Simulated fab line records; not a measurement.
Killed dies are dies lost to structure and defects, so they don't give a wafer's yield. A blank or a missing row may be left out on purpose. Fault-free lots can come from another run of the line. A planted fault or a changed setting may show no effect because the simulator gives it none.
What tool caused it? + flow n5 finfet + 9 lots, 27 wafers sampled, at 6 steps of a route of 1938

WHAT THE GAUGES SHOWED, per wafer
N5_SD_EPI_N_EPI_MEAS_23. Usual: 59.0 nm for thk nm, sd 1.2.
| lot  | measured    | on            | thk nm (nm)    | flag |
|------|-------------|---------------|----------------|------|
| L564 | day 3 03:34 | film metro-02 | 59.4 58.0 59.1 |      |
| L566 | day 3 16:10 | film metro-01 | 58.5 59.4 56.7 |      |
| L570 | day 4 16:32 | film metro-02 | 58.1 59.2 60.0 |      |
| L576 | day 6 14:25 | film metro-02 | 58.7 58.0 57.1 |      |
| L579 | day 7 01:58 | film metro-01 | 56.0 57.5 57.1 |      |
| L580 | day 7 05:17 | film metro-01 | 60.7 59.7 59.9 |      |
| L582 | day 7 19:01 | film metro-02 | 59.8 58.0 58.8 |      |
| L584 | day 8 06:26 | film metro-02 | 59.1 58.4 58.9 |      |
| L585 | day 8 13:18 | film metro-01 | 58.9 59.0 58.9 |      |

N5_SD_EPI_P_CD_MEAS_09 targets a cd of 240 nm. Usual: 240.3 nm for cd nm, sd 0.87.
| lot  | measured    | on        | cd nm (nm)        | flag |
|------|-------------|-----------|-------------------|------|
| L564 | day 3 04:31 | cd sem-02 | 240.6 240.5 241.9 |      |
| L566 | day 3 17:27 | cd sem-02 | 240.5 240.3 239.7 |      |
| L570 | day 4 17:22 | cd sem-02 | 240.3 239.4 238.9 |      |
| L576 | day 6 15:32 | cd sem-02 | 240.5 240.6 241.6 |      |
| L579 | day 7 03:41 | cd sem-03 | 229.7 229.9 230.1 | OFF  |
| L580 | day 7 06:08 | cd sem-03 | 232.9 233.7 233.4 | OFF  |
| L582 | day 7 20:19 | cd sem-01 | 240.4 241.3 241.1 |      |
| L584 | day 8 07:28 | cd sem-01 | 238.4 238.7 239.7 |      |
| L585 | day 8 14:29 | cd sem-03 | 240.2 241.8 239.9 |      |

N5_SD_EPI_P_OVL_MEAS_10. Usual: for SD_P_BLK_OVL the level is 0.7 nm and the standard deviation is 0.65.
| lot  | measured    | on         | SD_P_BLK_OVL (nm) | flag |
|------|-------------|------------|-------------------|------|
| L564 | day 3 04:33 | overlay-01 | 0.8 0.4 1.2       |      |
| L566 | day 3 17:29 | overlay-02 | 1.2 0.6 1.2       |      |
| L570 | day 4 17:23 | overlay-02 | 0.4 0.1 0.5       |      |
| L576 | day 6 15:34 | overlay-01 | -0.2 0.0 -0.7     |      |
| L579 | day 7 03:43 | overlay-01 | 1.3 1.1 1.5       |      |
| L580 | day 7 06:10 | overlay-01 | 1.1 1.1 1.0       |      |
| L582 | day 7 20:20 | overlay-01 | 1.2 1.1 0.5       |      |
| L584 | day 8 07:29 | overlay-01 | 0.2 -0.4 -0.4     |      |
| L585 | day 8 14:31 | overlay-01 | 0.5 1.3 0.4       |      |

N5_BEOL_M4_RC_MEAS_101. Usual: DIBL_N 37.0 mV/V, standard deviation 1.6; DIBL_P 37.0 mV/V, standard deviation 2.1; IOFF_N 0.17 nA/um, standard deviation 0.032; IOFF_P 0.22 nA/um, standard deviation 0.043; ION_N 679 uA/um, standard deviation 13; ION_P 465 uA/um, standard deviation 9.5; SS_N 71.7 mV/dec, standard deviation 0.59; SS_P 73.6 mV/dec, standard deviation 0.64; VT_N 249 mV, standard deviation 3.2; VT_P -249 mV, standard deviation 4.1.
| lot  | measured     | on        | DIBL_N (mV/V)  | DIBL_P (mV/V)  | IOFF_N (nA/um) | IOFF_P (nA/um) | ION_N (uA/um) | ION_P (uA/um) | SS_N (mV/dec)  | SS_P (mV/dec)  | VT_N (mV)   | VT_P (mV)      | flag |
|------|--------------|-----------|----------------|----------------|----------------|----------------|---------------|---------------|----------------|----------------|-------------|----------------|------|
| L564 | day 10 21:20 | prober-01 | 36.1 37.7 35.1 | 34.2 34.9 34.2 | 0.13 0.15 0.12 | 0.17 0.18 0.17 | 663 662 656   | 454 453 450   | 71.3 71.9 72.3 | 73.7 73.6 73.1 | 252 252 257 | -257 -256 -255 |      |
| L566 | day 10 23:23 | prober-01 | 37.1 36.9 35.1 | 37.7 37.9 35.9 | 0.15 0.15 0.13 | 0.20 0.20 0.19 | 663 678 679   | 453 467 467   | 72.1 71.6 71.2 | 74.2 74.0 73.1 | 252 253 253 | -254 -254 -250 |      |
| L570 | day 13 10:34 | prober-02 | 35.3 35.4 36.9 | 36.0 36.8 38.3 | 0.17 0.17 0.19 | 0.23 0.25 0.26 | 687 696 679   | 472 477 464   | 71.3 70.7 71.1 | 73.0 73.4 73.2 | 247 248 249 | -247 -247 -247 |      |
| L576 | day 15 05:56 | prober-02 | 39.3 36.8 34.9 | 38.7 35.9 34.0 | 0.20 0.16 0.13 | 0.28 0.23 0.21 | 690 677 678   | 474 467 474   | 72.4 71.7 71.2 | 73.7 73.2 72.5 | 247 250 251 | -244 -247 -247 |      |
| L579 | day 14 23:17 | prober-01 | 36.6 36.8 36.0 | 34.7 34.9 34.1 | 0.14 0.14 0.12 | 0.19 0.19 0.17 | 680 668 663   | 465 464 455   | 71.0 71.4 70.5 | 73.7 72.9 72.3 | 250 251 251 | -252 -251 -254 |      |
| L580 | day 15 02:08 | prober-02 | 37.9 38.6 36.5 | 38.6 38.9 36.7 | 0.20 0.21 0.17 | 0.27 0.26 0.23 | 695 681 671   | 476 465 468   | 72.2 72.8 71.5 | 74.1 74.4 72.8 | 247 247 247 | -247 -245 -250 |      |
| L582 | day 16 03:49 | prober-02 | 36.9 36.9 36.6 | 37.1 37.8 35.7 | 0.17 0.16 0.16 | 0.22 0.24 0.21 | 685 666 689   | 469 461 467   | 71.9 71.8 71.4 | 73.2 73.5 73.7 | 249 252 250 | -251 -251 -250 |      |
| L584 | day 16 07:55 | prober-01 | 36.6 34.4 34.6 | 36.5 34.2 34.8 | 0.17 0.13 0.14 | 0.20 0.17 0.18 | 679 667 679   | 456 457 464   | 71.8 70.5 70.6 | 73.6 72.9 73.1 | 247 251 251 | -254 -253 -252 |      |
| L585 | day 15 15:10 | prober-01 | 35.7 35.9 35.4 | 37.3 37.6 36.7 | 0.13 0.14 0.13 | 0.16 0.17 0.16 | 671 675 655   | 455 451 441   | 71.9 71.2 71.5 | 73.7 73.8 73.3 | 256 251 251 | -257 -258 -259 |      |

TOOL THAT RAN EACH LOT (tool first, then ch and the chambers of the sampled wafers, then the start)
| lot  | N5_SD_EPI_N_STRIP_38                | N5_SD_EPI_P_EXPOSE_06             |
|------|-------------------------------------|-----------------------------------|
| L564 | plasma asher-01 ch 0,1, day 3 00:58 | arfi scanner-02 ch 0, day 3 04:24 |
| L566 | plasma asher-02 ch 0,1, day 3 13:34 | arfi scanner-03 ch 0, day 3 17:20 |
| L570 | plasma asher-01 ch 0,1, day 4 13:07 | arfi scanner-01 ch 0, day 4 17:14 |
| L576 | plasma asher-01 ch 0,1, day 6 10:06 | arfi scanner-03 ch 0, day 6 15:26 |
| L579 | plasma asher-02 ch 0,1, day 6 22:49 | arfi scanner-03 ch 0, day 7 03:34 |
| L580 | plasma asher-01 ch 0,1, day 7 01:56 | arfi scanner-03 ch 0, day 7 06:00 |
| L582 | plasma asher-01 ch 0,1, day 7 15:26 | arfi scanner-01 ch 0, day 7 20:11 |
| L584 | plasma asher-01 ch 0,1, day 8 03:50 | arfi scanner-01 ch 0, day 8 07:20 |
| L585 | plasma asher-02 ch 0,1, day 8 10:25 | arfi scanner-02 ch 0, day 8 14:22 |
- N5_SD_EPI_N_STRIP_38: strips in N2/H2.
- N5_SD_EPI_P_EXPOSE_06: exposes mask SD P BLK, target cd 240 nm.

AS READ BY THE TOOLS THEMSELVES (means over the sampled wafers that have a number; for cases with no such wafer, the mark the record gives instead)
N5_SD_EPI_N_STRIP_38. Usual: drypump motor current A 5.6 A, standard deviation 0.57; heater power w 325 W, standard deviation 23; oes product au 0.761 a.u., standard deviation 0.011.
| lot  | tool            | drypump motor current A (A) | heater power w (W) | oes product au (a.u.) | flag |
|------|-----------------|-----------------------------|--------------------|-----------------------|------|
| L564 | plasma asher-01 | 6.0                         | 305                | 0.770                 |      |
| L566 | plasma asher-02 | 5.3                         | 341                | 0.754                 |      |
| L570 | plasma asher-01 | 5.8                         | 323                | 0.768                 |      |
| L576 | plasma asher-01 | 5.8                         | 315                | 0.758                 |      |
| L579 | plasma asher-02 | 5.3                         | 343                | 0.759                 |      |
| L580 | plasma asher-01 | 5.8                         | 317                | 0.766                 |      |
| L582 | plasma asher-01 | 5.8                         | 315                | 0.759                 |      |
| L584 | plasma asher-01 | 5.8                         | 318                | 0.757                 |      |
| L585 | plasma asher-02 | 4.9                         | 345                | 0.758                 |      |

N5_SD_EPI_P_EXPOSE_06. Usual: 39.47 for exposure dose mJ cm2, sd 0.048.
| lot  | tool            | exposure dose mJ cm2 | flag |
|------|-----------------|----------------------|------|
| L564 | arfi scanner-02 | 39.47                |      |
| L566 | arfi scanner-03 | 39.51                |      |
| L570 | arfi scanner-01 | 39.53                |      |
| L576 | arfi scanner-03 | 39.46                |      |
| L579 | arfi scanner-03 | 34.24                | OFF  |
| L580 | arfi scanner-03 | 35.37                | OFF  |
| L582 | arfi scanner-01 | 39.54                |      |
| L584 | arfi scanner-01 | 39.50                |      |
| L585 | arfi scanner-02 | 39.44                |      |

THE ANSWER, worked out from the rows above alone
Rule: a lot is off if the mean of its wafers that have a number lies more than 3 standard deviations from the usual mean. Also off: a lot with no number at a reading for which 4 or more lots have one. Any other lot the step has rows for is counted as sound. After the gauges, taken in route order, come the tools' own readings; for these a lot's mean is taken, as printed above. The first step at which some lot is off is used, and at that step the reading that is off furthest; a lot without a number counts as furthest.
Off, at N5_SD_EPI_P_CD_MEAS_09 on cd nm: L579, L580.
If a tool, at a process step before that reading, ran all the lots that are off and no sound lot after the first of them, it fits. The gauges at N5_SD_EPI_P_CD_MEAS_09 aren't tried: what is off there is off at N5_SD_EPI_P_EXPOSE_06 too, on other tools, and a gauge's error can't cause that. One fits: arfi scanner-03 at N5_SD_EPI_P_EXPOSE_06. A fault onset in the window from L576 (day 6 15:26, its last sound lot) to L579 (day 7 03:34, its first lot off) fits.
The tool's own readings at N5_SD_EPI_P_EXPOSE_06 bear it out: on the lots that are off they differ by more than 5 times the standard deviation of the sound lots' means. exposure dose mJ cm2 reads 34.80 there against 39.49 on the sound lots.

WHAT THE SIMULATOR HAD INSERTED
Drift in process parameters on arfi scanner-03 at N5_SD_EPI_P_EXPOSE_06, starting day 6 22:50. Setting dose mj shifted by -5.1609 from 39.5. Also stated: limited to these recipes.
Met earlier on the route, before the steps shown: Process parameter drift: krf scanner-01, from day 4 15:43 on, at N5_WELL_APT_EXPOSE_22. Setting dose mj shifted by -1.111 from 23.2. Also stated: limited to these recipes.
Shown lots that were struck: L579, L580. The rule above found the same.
